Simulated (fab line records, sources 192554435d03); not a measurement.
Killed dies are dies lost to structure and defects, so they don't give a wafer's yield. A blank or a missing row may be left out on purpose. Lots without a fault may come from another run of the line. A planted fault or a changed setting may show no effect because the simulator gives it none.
A struck lot beside a sound one | flow n5_finfet | 35 steps out of a route of 1938
Sound: wafers L107.2, L107.4. Struck: wafers L110.3, L110.4, L110.5. The cause comes at the end.
At each step with rows: each side's tool, then ch and its chambers, then its first start. Under that, the readings that differ: sound wafers | struck wafers | difference of the means | sigmas: that difference in standard deviations of wafers without a fault.
alike: readings whose means differ by less than 2 such deviations, and words and numbers that are the same on both sides. not compared: withheld readings, readings that some wafer has no value for, bounds like >300 that may hide the same value, and numbers for which the record gives no deviation and whose values overlap.
The two part at a step that has a row with sigmas, a row that says differs or no value, or rows on one side only. Numbers that don't overlap but have no deviation are shown without sigmas and don't part them. A reading that every wafer of one side lacks parts them only if that side has two wafers or more.

first, 11 steps without rows for these wafers: N5_MOL_CONTACT_COAG_WET_ETCH_116 (etches the open film in SC1-inhibited, target depth 4.6 nm, rinse time 30 s); N5_MOL_CONTACT_COAG_ALD_27 (deposits SiOC, target thk 17 nm, pulse time 1.5 s, time 2720 s); N5_MOL_CONTACT_COAG_CMP_28 (polishes, stops on SiNx, t overpolish 0.85 s, target thk 14.522 nm); N5_MOL_CONTACT_COAG_ALD_123 (deposits SiNx, target thk 5 nm, pulse time 1 s, purge time 2 s); N5_MOL_CONTACT_COAG_PECVD_31 (deposits SiO2 from TEOS/O2, target thk 46 nm, time 8.9 s); N5_MOL_CONTACT_COAG_COAT_75 (time 60 s, resist thk 60 nm); N5_MOL_CONTACT_COAG_COAT_76 (time 60 s, resist thk 10 nm); N5_MOL_CONTACT_COAG_COAT_77 (time 60 s, resist thk 10 nm); N5_MOL_CONTACT_COAG_COAT_78 (resist thk 40 nm); N5_MOL_CONTACT_COAG_EBR_80; N5_MOL_CONTACT_COAG_SOFTBAKE_79 (time 60 s).
N5_MOL_CONTACT_COAG_EXPOSE_81: exposes mask VG, defocus 0 nm.
  sound on euv_scanner-02 ch 0, day 8 01:25; struck on euv_scanner-01 ch 0, day 8 20:15
  reading              | sound     | struck         | difference | sigmas
  exposure_dose_mJ_cm2 | 59.6 59.5 | 63.5 63.6 63.6 | +4.0       | +9
  alike: mask
then, 2 steps without rows for these wafers: N5_MOL_CONTACT_COAG_PEB_82 (peb time 60 s); N5_MOL_CONTACT_COAG_DEVELOP_83 (develop time 30 s).
N5_MOL_CONTACT_COAG_CD_MEAS_84: target cd 25.1 nm.
  sound on cd_sem-03 ch 0, day 8 01:32; struck on cd_sem-01 ch 0, day 8 20:22
  alike: cd_nm
then, 16 steps without rows for these wafers: N5_MOL_CONTACT_COAG_DESCUM_88 (chemistry O2, time 7 s); N5_MOL_CONTACT_COAG_ETCH_89 (etches underlayer in N2/H2, target depth 13 nm, time 10.4 s); N5_MOL_CONTACT_COAG_ETCH_90 (etches SiARC in CF4, target depth 13 nm, time 21.7 s); N5_MOL_CONTACT_COAG_ALD_131 (deposits SiO2, target thk 5 nm, pulse time 1 s, co reactant pulse time 1 s); N5_MOL_CONTACT_COAG_ETCHBACK_132 (etches SiO2 in CHF3, target depth 10 nm, time 6.7 s); N5_MOL_CONTACT_COAG_ETCH_91 (etches SOC in N2/H2, target depth 60 nm, overetch 21 nm, time 101.2 s); N5_MOL_CONTACT_COAG_STRIP_92 (strips in N2/H2); N5_MOL_CONTACT_COAG_STRIP_93 (strips in N2/H2); N5_MOL_CONTACT_COAG_ETCHBACK_135 (etches SiO2 in CHF3, target depth 25 nm, time 16.7 s); N5_MOL_CONTACT_COAG_STRIP_118 (strips in CHF3); N5_MOL_CONTACT_COAG_VIA_ETCH_46 (etches SiO2 in C4F6/O2, target depth 46 nm, overetch 9.2 nm, time 40 s); N5_MOL_CONTACT_COAG_STRIP_96 (strips in N2/H2); N5_MOL_CONTACT_COAG_ETCH_47 (etches SiNx in CH3F/O2, stops on W, target depth 27 nm); N5_MOL_CONTACT_COAG_STRIP_119 (strips in N2/H2, time 30 s); N5_MOL_CONTACT_COAG_PRECLEAN_144 (cleans in alkaline clean, time 60 s); N5_MOL_CONTACT_COAG_SRD_145 (time 30 s).
N5_MOL_CONTACT_COAG_CD_MEAS_137: target cd 16 nm.
  sound on cd_sem-01, day 8 02:29; struck on cd_sem-03, day 8 22:30
  reading    | sound     | struck         | difference | sigmas
  cd_nm (nm) | 15.9 15.5 | 15.4 14.6 13.8 | -1.1       | -2
then, 1 step without rows for these wafers: N5_MOL_CONTACT_COAG_COAT_62 (time 60 s, resist thk 60 nm).
N5_BEOL_M4_RC_MEAS_101:
  the record has rows for the sound wafers here (prober-01 ch 0, day 11 07:44) and none for the struck ones
N5_PASSIVATION_PROBE_49:
  the record has rows for the sound wafers here (prober-01, day 15 11:26) and none for the struck ones

WHERE THEY PART
First at N5_MOL_CONTACT_COAG_EXPOSE_81; last, within this record, at N5_PASSIVATION_PROBE_49.

WHY: what the simulator had put in
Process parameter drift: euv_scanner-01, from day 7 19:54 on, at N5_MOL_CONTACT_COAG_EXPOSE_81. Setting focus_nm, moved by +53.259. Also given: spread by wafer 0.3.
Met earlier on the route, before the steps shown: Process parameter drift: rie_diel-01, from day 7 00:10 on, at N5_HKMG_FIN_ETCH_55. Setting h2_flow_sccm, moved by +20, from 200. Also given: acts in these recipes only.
